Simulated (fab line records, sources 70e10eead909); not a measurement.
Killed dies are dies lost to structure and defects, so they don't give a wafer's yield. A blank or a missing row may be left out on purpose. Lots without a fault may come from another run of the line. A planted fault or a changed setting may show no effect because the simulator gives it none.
Chamber matching | flow nand_harc | NHARC_A_ZERO_WELL_DESCUM_12 on rie_diel-07: 4 sister chambers
The step chemistry O2, time 3 s. 4 wafers are shown with their chamber, then 7 later ones without.

WAFERS WITH THEIR CHAMBER
wafer  | chamber | showerhead_plenum_p_Torr (Torr)
L302.2 | 2       | 1.95
L303.2 | 3       | 1.85
L305.1 | 1       | 2.05
L305.2 | 0       | 1.92

WAFERS WITHOUT THEIR CHAMBER
wafer  | showerhead_plenum_p_Torr (Torr)
L305.5 | 1.85
L306.1 | 1.95
L306.3 | 1.85
L306.5 | 1.85
L309.1 | 1.85
L309.3 | 1.92
L309.5 | 2.04

WHICH CHAMBER EACH WENT THROUGH
wafer  | from the rows above | in truth
L305.5 | 3                   | 3
L306.1 | 2                   | 2
L306.3 | 3                   | 3
L306.5 | 3                   | 3
L309.1 | 3                   | 3
L309.3 | 0                   | 0
L309.5 | 1                   | 1
Placed correctly: 7 of 7. Can't be placed from these rows: 0. Placed wrongly: 0.
How it was worked out, from the rows above alone: a wafer's distance from a chamber is the root of the sum, over the readings, of the square of ((its reading less the chamber's mean) divided by the reading's scatter). The wafer belongs to the nearest chamber; if the next one is less than 2 further off, it can't be placed. A chamber's mean is the mean of its shown wafers. The scatter: with one shown wafer a chamber, the root of the mean of the squares of how far each hidden wafer lies from its nearest shown one.
